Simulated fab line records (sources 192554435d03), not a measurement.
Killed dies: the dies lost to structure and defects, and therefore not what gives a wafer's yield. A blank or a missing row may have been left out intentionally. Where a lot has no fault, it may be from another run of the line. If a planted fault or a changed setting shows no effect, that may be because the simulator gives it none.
Matching of chambers | flow n5_finfet | N5_GATE_CUT_ETCH_58 on rie_diel-02 has 4 sister chambers
The step etches SiNx in CH3F/O2, target depth 17 nm, time 128.6 s. 16 wafers are shown with their chamber, then 8 later ones without.

## EACH WAFER AND ITS CHAMBER
wafer  | chamber | drypump_motor_current_A (A) | showerhead_plenum_p_Torr (Torr) | throttle_valve_pct (%)
L078.3 | 2       | 5.5                         | 2.10                            | 16.6
L078.4 | 0       | 5.8                         | 1.87                            | 16.4
L078.6 | 0       | 5.8                         | 1.87                            | 16.4
L079.2 | 2       | 5.5                         | 2.09                            | 16.6
L079.3 | 1       | 6.0                         | 1.91                            | 16.3
L079.4 | 3       | 6.0                         | 2.06                            | 16.6
L080.2 | 1       | 6.0                         | 1.91                            | 16.3
L080.4 | 0       | 5.8                         | 1.87                            | 16.4
L080.6 | 1       | 6.0                         | 1.91                            | 16.2
L084.2 | 2       | 5.5                         | 2.09                            | 16.7
L084.4 | 1       | 6.0                         | 1.91                            | 16.3
L084.6 | 3       | 5.9                         | 2.05                            | 16.6
L085.1 | 0       | 5.8                         | 2.12                            | 15.9
L085.2 | 1       | 6.0                         | 1.91                            | 16.3
L085.6 | 2       | 5.5                         | 2.09                            | 16.7
L087.1 | 1       | 6.0                         | 1.90                            | 16.3

SIGNATURES (means of the wafers above)
reading                  | chamber 0 | chamber 1 | chamber 2 | chamber 3 | scatter within a chamber
drypump_motor_current_A  | 5.800     | 6.000     | 5.500     | 5.950     | 0.0204
showerhead_plenum_p_Torr | 1.9325    | 1.9083    | 2.0925    | 2.0550    | 0.0626
throttle_valve_pct       | 16.275    | 16.283    | 16.650    | 16.600    | 0.131
Rule: a wafer's distance from a chamber is the root of the sum, over the readings, of the square of ((its reading less the chamber's mean) divided by the reading's scatter). The wafer belongs to the nearest chamber; if the next one is less than 2 further off, it can't be placed. How the scatter is found: for the shown wafers, subtract from each reading the mean of its chamber, square and add these, divide the total by (wafers less chambers), then take the root.

## WAFERS WITH NO CHAMBER GIVEN
wafer  | drypump_motor_current_A (A) | showerhead_plenum_p_Torr (Torr) | throttle_valve_pct (%)
L087.5 | 6.0                         | 1.90                            | 16.3
L087.6 | 5.5                         | 2.09                            | 16.7
L091.2 | 5.8                         | 2.11                            | 15.9
L091.3 | 5.9                         | 2.05                            | 16.6
L091.6 | 5.8                         | 2.11                            | 15.9
L093.1 | 5.8                         | 2.11                            | 15.9
L093.2 | 6.0                         | 1.90                            | 16.3
L093.5 | 6.0                         | 1.90                            | 16.3

## WHICH CHAMBER EACH WENT THROUGH
wafer  | from the rows above | in truth
L087.5 | 1                   | 1
L087.6 | 2                   | 2
L091.2 | 0                   | 0
L091.3 | 3                   | 3
L091.6 | 0                   | 0
L093.1 | 0                   | 0
L093.2 | 1                   | 1
L093.5 | 1                   | 1
Placed correctly: 8 of 8. From these rows, 0 cannot be placed. Number placed wrongly: 0.
